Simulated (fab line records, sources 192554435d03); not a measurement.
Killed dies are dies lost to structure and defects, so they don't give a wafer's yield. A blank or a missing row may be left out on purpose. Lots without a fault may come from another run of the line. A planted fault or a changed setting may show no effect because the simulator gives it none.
Split-lot experiment | flow n5_finfet | 7 lots, 39 wafers read, on a route of 1938 steps

THE SPLIT
At N5_PASSIVATION_PECVD_35 (deposits SiNx from SiH4/NH3/N2, target thk 700 nm, time 151.3 s), the setting time_s was moved away from the recipe's 151.3 s on 12 of the 39 wafers read, by -50.9% to +23.5%. The other wafers ran this setting at the recipe's value.

The reading is taken at the split's own step.

THE READING
SiNx_of_PASSIVATION_PECVD_35.thk_nm (the simulator's own value, which no gauge read), in nm, at N5_PASSIVATION_PECVD_35 (deposits SiNx from SiH4/NH3/N2, target thk 700 nm, time 151.3 s). The file gives no usual value for it. The 27 wafers here that ran the recipe average 694.5 nm, standard deviation 11 nm.

wafer  | tool, chamber at the split | time_s as run, s | against the recipe | SiNx_of_PASSIVATION_PECVD_35.thk_nm, nm | against lot-mates on the recipe
L078.1 | pecvd-02, 1                | 121.3            | -19.8%             | 547                                     | -146.2
L078.2 | pecvd-02, 0                | 121.3            | -19.8%             | 526.6                                   | -166.6
L078.3 | pecvd-02, 2                | 151.3            | recipe             | 692.8                                   | -
L078.4 | pecvd-02, 2                | 151.3            | recipe             | 700.6                                   | -
L078.5 | pecvd-02, 1                | 121.3            | -19.8%             | 555.6                                   | -137.6
L078.6 | pecvd-02, 0                | 151.3            | recipe             | 686.2                                   | -
L084.1 | pecvd-01, 2                | 151.3            | recipe             | 709                                     | -
L084.2 | pecvd-01, 0                | 151.3            | recipe             | 678.2                                   | -
L084.3 | pecvd-01, 1                | 151.3            | recipe             | 695.4                                   | -
L084.4 | pecvd-01, 2                | 151.3            | recipe             | 714.6                                   | -
L084.5 | pecvd-01, 0                | 151.3            | recipe             | 697.4                                   | -
L084.6 | pecvd-01, 1                | 151.3            | recipe             | 708.4                                   | -
L083.1 | pecvd-04, 0                | 186.8            | +23.5%             | 856.4                                   | +153.9
L083.2 | pecvd-04, 1                | 151.3            | recipe             | 695.6                                   | -
L083.3 | pecvd-04, 2                | 151.3            | recipe             | 698.2                                   | -
L083.4 | pecvd-04, 2                | 151.3            | recipe             | 713.6                                   | -
L083.5 | pecvd-04, 0                | 186.8            | +23.5%             | 867.8                                   | +165.3
L083.6 | pecvd-04, 1                | 186.8            | +23.5%             | 875.8                                   | +173.3
L090.1 | pecvd-04, 0                | 151.3            | recipe             | 691.6                                   | -
L090.3 | pecvd-04, 1                | 151.3            | recipe             | 681.4                                   | -
L090.5 | pecvd-04, 1                | 151.3            | recipe             | 697                                     | -
L095.1 | pecvd-01, 1                | 151.3            | recipe             | 694.6                                   | -
L095.2 | pecvd-01, 0                | 151.3            | recipe             | 682.8                                   | -
L095.3 | pecvd-01, 2                | 151.3            | recipe             | 688.8                                   | -
L095.4 | pecvd-01, 0                | 151.3            | recipe             | 703.4                                   | -
L095.5 | pecvd-01, 2                | 151.3            | recipe             | 705.6                                   | -
L095.6 | pecvd-01, 1                | 151.3            | recipe             | 700.2                                   | -
L096.1 | pecvd-01, 0                | 151.3            | recipe             | 687.4                                   | -
L096.2 | pecvd-01, 1                | 74.27            | -50.9%             | 334.4                                   | -362.4
L096.3 | pecvd-01, 2                | 74.27            | -50.9%             | 339.2                                   | -357.6
L096.4 | pecvd-01, 2                | 151.3            | recipe             | 704.8                                   | -
L096.5 | pecvd-01, 0                | 151.3            | recipe             | 698.2                                   | -
L096.6 | pecvd-01, 1                | 74.27            | -50.9%             | 338.2                                   | -358.6
L097.1 | pecvd-02, 1                | 151.3            | recipe             | 676.8                                   | -
L097.2 | pecvd-02, 0                | 151.3            | recipe             | 670.8                                   | -
L097.3 | pecvd-02, 0                | 151.3            | recipe             | 678.8                                   | -
L097.4 | pecvd-02, 1                | 89.26            | -41.0%             | 401.8                                   | -273.7
L097.5 | pecvd-02, 1                | 89.26            | -41.0%             | 401.6                                   | -273.9
L097.6 | pecvd-02, 0                | 89.26            | -41.0%             | 387.4                                   | -288.1

THE FIT
A straight line over all 39 wafers: SiNx_of_PASSIVATION_PECVD_35.thk_nm changes by +7.17 nm for each +1% of time_s; r = +1.00; the points scatter about the line by 11 nm.
The same after taking each lot's own level away (the mean of its wafers on the recipe; 39 wafers): +7 nm for each +1%; r = +1.00; scatter 9.4 nm.
On that fit, the largest move of time_s shifts the reading by 3.6e+02 nm.
The lots' own levels span 675.47 to 702.47 nm, that is 2.4 times the standard deviation above.
So the lot-to-lot level changes the slope little: the two slopes agree.
Check: with one of the wafers moved furthest among these (-50.9%) left out of the fit, the line predicts -356 nm for it against its lot-mates. It came out at -362 nm against them.

OTHER SPLITS ON THESE WAFERS
These wafers also went through other splits before the reading. Each is held against what the fit with the lots' levels taken away leaves over:
other split on the same wafers      | wafers away from the commonest value | r with SiNx_of_PASSIVATION_PECVD_35.thk_nm (lot level and that fit taken away)
N5_BEOL_M3_ETCH_41 target_depth_a   | 18                                   | +0.14
N5_BEOL_M3_DEP_57 time_s            | 15                                   | +0.17
N5_BEOL_M6_ILD_DEP_00 target_thk_a  | 15                                   | +0.00
N5_BEOL_M11_ILD_DEP_00 time_s       | 15                                   | +0.13
N5_BEOL_M12_ETCH_68 target_depth_a  | 15                                   | +0.08
N5_BEOL_M15_SPUTTER_44 target_thk_a | 12                                   | +0.23

THE FILE'S OWN FIT
SiNx_of_PASSIVATION_PECVD_35.thk_nm changes by +7.01 nm for each +1% of time_s, r = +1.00.
